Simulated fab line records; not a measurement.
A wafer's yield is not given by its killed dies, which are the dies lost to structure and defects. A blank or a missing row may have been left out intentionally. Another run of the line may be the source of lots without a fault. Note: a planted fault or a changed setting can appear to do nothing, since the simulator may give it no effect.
Comparing a struck lot with a sound one || flow n5 finfet || 28 out of 1938 route steps
Sound: the wafers L354.2, L354.3, L354.6. Struck: wafers L358.1, L358.4, L358.6. The cause is named last.
Order at every step that has rows: each side's tool, ch and its chambers, its first start. Under that, the readings that differ: sound wafers || struck wafers || difference of the means || sigmas: that difference in standard deviations of wafers without a fault.
alike: readings whose means differ by less than 2 such deviations, and words and numbers that are the same on both sides. not compared: withheld readings, readings that some wafer has no value for, bounds like >300 that may hide the same value, and numbers for which the record gives no deviation and whose values overlap.
A row with sigmas, a row that says differs or no value, or rows on one side alone: a step with any of these is where the two part. When numbers do not overlap yet have no deviation, they are printed without sigmas and do not part them. Lack of a reading on every wafer of one side parts them only where that side has two or more wafers.

first, 3 steps without rows for these wafers: N5_STI_FIN_REVEAL_ALD_14 (deposits Si3N4, target thk 3 nm); N5_STI_FIN_REVEAL_FCVD_FILL_01 (material SiO2 flowable, target thk 312 nm, time 512.2 s); N5_STI_FIN_REVEAL_DENSIFY_02 (time 1800 s).
N5_STI_FIN_REVEAL_CMP_04: polishes, stops on Si3N4, t overpolish 4 s, target thk 131.83 nm.
  sound on cmp-03 ch 1,2,3, day 3 15:15; struck on cmp-03 ch 0,2,3, day 4 19:16
  alike: motor current A, overpolish run s, time to endpoint s
N5_STI_FIN_REVEAL_THK_MEAS_05:
  struck on film metro-02, day 4 19:33; sound on film metro-02, day 3 15:32
  alike: thk nm
then, 1 step without rows for these wafers: N5_STI_FIN_REVEAL_DENSIFY_30.
N5_STI_FIN_REVEAL_ETCHBACK_08: etches SiO2 in C4F6/O2, target depth 30.5 nm, time 10.167 s.
  sound on rie diel-02 ch 1,3, day 3 15:48; struck on rie diel-04 ch 0,1,3, day 4 19:52
  alike: drypump motor current A, oes_o_777_au, oes product au, rf vpp V, showerhead plenum p Torr, throttle valve pct
  not compared: rf hours counter h
N5_STI_FIN_REVEAL_STRIP_24: strips in N2/H2, time 90 s.
  sound on rie diel-02 ch 1,3, day 3 15:50; struck on rie diel-04 ch 0,1,3, day 4 19:53
  alike: drypump motor current A, h2 flow sccm, oes product au, rf vpp V, showerhead plenum p Torr, throttle valve pct
  not compared: rf hours counter h
then, 4 steps without rows for these wafers: N5_STI_FIN_REVEAL_PRECLEAN_25 (cleans in SPM, time 90 s); N5_STI_FIN_REVEAL_PRECLEAN_26 (cleans in SC1, time 45 s); N5_STI_FIN_REVEAL_PRECLEAN_29 (cleans in DHF, time 30 s); N5_STI_FIN_REVEAL_SRD_12 (time 30 s).
N5_STI_FIN_REVEAL_RECESS_09: chemistry HF/NH3, target SiO2, afs cycles 11, target depth 42.5 nm, sublimation time 60 s.
  sound on vapor etch-01 ch 0,1, day 3 17:12; struck on vapor etch-01 ch 0,1, day 4 20:07
  alike: drypump motor current A
then, 2 steps without rows for these wafers: N5_STI_FIN_REVEAL_STRIP_16 (strips SiNx in H3PO4, target depth 23.8 nm); N5_STI_FIN_REVEAL_PRECLEAN_17 (cleans in NF3:NH3, afs cycles 1, time 20 s, sublimation time 60 s).
N5_STI_FIN_REVEAL_ETCH_34: etches Si in H2, material Si, target depth 0.97 nm.
  sound on rie si-02 ch 1,3, day 3 19:17; struck on rie si-02 ch 0,2, day 4 22:13
  alike: drypump motor current A, h2 flow sccm, oes product au, throttle valve pct
  not compared: rf hours counter h
N5_STI_FIN_REVEAL_OXIDATION_31: chemistry O2 PLASMA REMOTE, time 20 s.
  sound on plasma asher-02 ch 0,1, day 3 19:21; struck on plasma asher-02 ch 0, day 4 22:16
  alike: drypump motor current A, heater power w
  not compared: rf hours counter h
then, 6 steps without rows for these wafers: N5_STI_FIN_REVEAL_PRECLEAN_32 (cleans in NF3:NH3, afs cycles 1, time 20 s, sublimation time 60 s); N5_STI_FIN_REVEAL_STRIP_35 (strips Si3N4 in H3PO4, target depth 4 nm, time 39 s); N5_STI_FIN_REVEAL_SRD_21 (time 30 s); N5_STI_FIN_REVEAL_OXIDATION_33 (chemistry O2 PLASMA REMOTE, time 20 s); N5_STI_FIN_REVEAL_CLEAN_19 (cleans in O3/DIW, time 120 s); N5_STI_FIN_REVEAL_SRD_23 (time 30 s).
N5_STI_FIN_REVEAL_CD_MEAS_22: target cd 6.238 nm, pitch 28 nm.
  struck on cd sem-01, day 4 22:47; sound on cd sem-01, day 3 19:52
  alike: cd nm
N5_STI_FIN_REVEAL_FIN_H_MEAS_10:
  struck on ocd-02, day 4 22:49; sound on ocd-02, day 3 19:54
{"reading": "trench depth nm (nm)", "sound": "54.1 52.9 52.4", "struck": "55.3 55.1 54.6", "difference": "+1.9", "sigmas": "+2"}
then, 1 step without rows for these wafers: N5_STI_FIN_REVEAL_PRECLEAN_18 (cleans in SC2, time 45 s).
-- record jumps: 5 days separate the struck wafers' starts on either side; left off in module STI_FIN_REVEAL, taken up again in module BEOL_M4, whose first shown step is the route's number 1111 --
N5_BEOL_M4_RC_MEAS_101:
  sound on prober-02 ch 0, day 9 03:31; struck on prober-02 ch 0, day 10 01:52
{"reading": "ION_N (uA/um)", "sound": "685 662 683", "struck": "694 717 712", "difference": "+31", "sigmas": "+2"}
{"reading": "ION_P (uA/um)", "sound": "467 459 455", "struck": "495 504 487", "difference": "+35", "sigmas": "+4"}
  alike: DIBL_N, DIBL_P, IOFF_N, IOFF_P, SS_N, SS_P, VT_N, VT_P
-- a jump in the record: the struck wafers' starts before and after are 4 days apart (it breaks off in module BEOL_M4 and resumes in module PASSIVATION, where the first step shown is number 1936 of the route) --
N5_PASSIVATION_PROBE_49:
  the record has rows for the struck wafers here (prober-01, day 14 13:38) and none for the sound ones

WHERE THEY PART
At N5_STI_FIN_REVEAL_FIN_H_MEAS_10 first; at N5_PASSIVATION_PROBE_49 last (within this record only).

WHY: what had been put in by the simulator
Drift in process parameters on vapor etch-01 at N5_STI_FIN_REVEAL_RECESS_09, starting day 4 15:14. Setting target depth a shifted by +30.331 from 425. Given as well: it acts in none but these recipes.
